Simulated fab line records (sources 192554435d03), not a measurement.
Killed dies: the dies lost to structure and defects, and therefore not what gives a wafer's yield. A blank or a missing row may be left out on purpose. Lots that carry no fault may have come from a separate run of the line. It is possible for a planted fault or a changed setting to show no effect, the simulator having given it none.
Code-filled problem report in 8D (eight disciplines) form | flow n5 finfet | the parts of the form that need people (team, actions taken, sign-off) are left out

== 1. THE ISSUE ==
Mean of rf fwd power W at N5_BEOL_M1_ETCH_70: 635.9 W across 3 wafers in 2 lots; on wafers with no fault it is 835.2 W (standard deviation 2.5). Measured from the usual mean, that is -80 standard deviations.
The step: etches SOC in N2/H2, target depth 80 nm, overetch 16 nm, time 120 s.
First observed at day 7 11:28: wafer L425.3, on rie diel-05. At this step, 27 wafers from 9 lots have a number in the record. Rule for "out", or "out of limits": more than 4 standard deviations from the usual mean. Any other wafer with a number is counted as sound.

== 2. WHAT IT IS AND WHAT IT IS NOT ==
question                    | is                       | is not
which readings at this step | rf fwd power W, rf vpp V | drypump motor current A, oes product au, showerhead plenum p Torr, throttle valve pct
which lots                  | L425, L426               | L424, L429, L438, L440, L441, L442, L444
which wafers of those lots  | L425.3, L425.5, L426.6   | L425.1, L426.1, L426.4
read on which tools         | rie diel-05              | rie diel-02, rie diel-04
when                        | from day 7 11:28         | up to then (4 sound wafers); but 20 sound wafers of L426, L429, L438, L440, L441, L442, L444 came after

== 3. WHAT RULES OUT EACH SUSPECT ==
Counting: a tool at a process step up to the reading stays a suspect if it ran every lot that is out. Sound lots after the first of them don't rule it out here, since some wafers of a struck lot are sound.
- rie diel-05 at N5_BEOL_M1_ETCH_70 (etches SOC in N2/H2, target depth 80 nm, overetch 16 nm, time 120 s): kept. It ran every lot that is out, first L425 (day 7 11:28). Its own rf fwd power W, rf vpp V readings are out on those wafers.
- At N5_BEOL_M1_ETCH_70, inside rie diel-05: chamber 3 took the wafers that are out, while their sound lot-mates went through chambers 1, 2.
Left after counting: rie diel-05 at N5_BEOL_M1_ETCH_70.

== 4. THE CAUSE (what the simulator had put in) ==
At N5_BEOL_M1_ETCH_70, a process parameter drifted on rie diel-05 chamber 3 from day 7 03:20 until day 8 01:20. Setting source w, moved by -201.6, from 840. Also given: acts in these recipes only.
Only this tool survived the counting.

== 5. SEQUENCE OF EFFECTS, ordered by route ==
Each row: a reading where the mean over the struck wafers with a number is more than 3 standard deviations away from the usual. Only readings whose record carries a usual standard deviation are examined. hours: median over the lots of the time between each lot's start at the first step of this table that gives one and its start at this step. sigmas: the change, counted in usual standard deviations.
hours | step               | reading        | usual   | on struck wafers | change | sigmas
0     | N5_BEOL_M1_ETCH_70 | rf fwd power W | 835.2 W | 635.9            | -199.3 | -80
0     | N5_BEOL_M1_ETCH_70 | rf vpp V       | 524.2 V | 576.9            | +52.7  | +25
Its process steps:
- N5_BEOL_M1_ETCH_70: etches SOC in N2/H2, target depth 80 nm, overetch 16 nm, time 120 s.
Later measuring or inspecting steps at which every struck wafer that the step has a row for has a number for every such reading, and none has moved that far: N5_BEOL_M1_OCD_MEAS_38, N5_BEOL_M4_RC_MEAS_101.

== 6. HOW IT WOULD HAVE BEEN CAUGHT EARLIER ==
In this record the first reading out of limits was taken at day 7 11:28, 8 hours after the fault began at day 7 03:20.
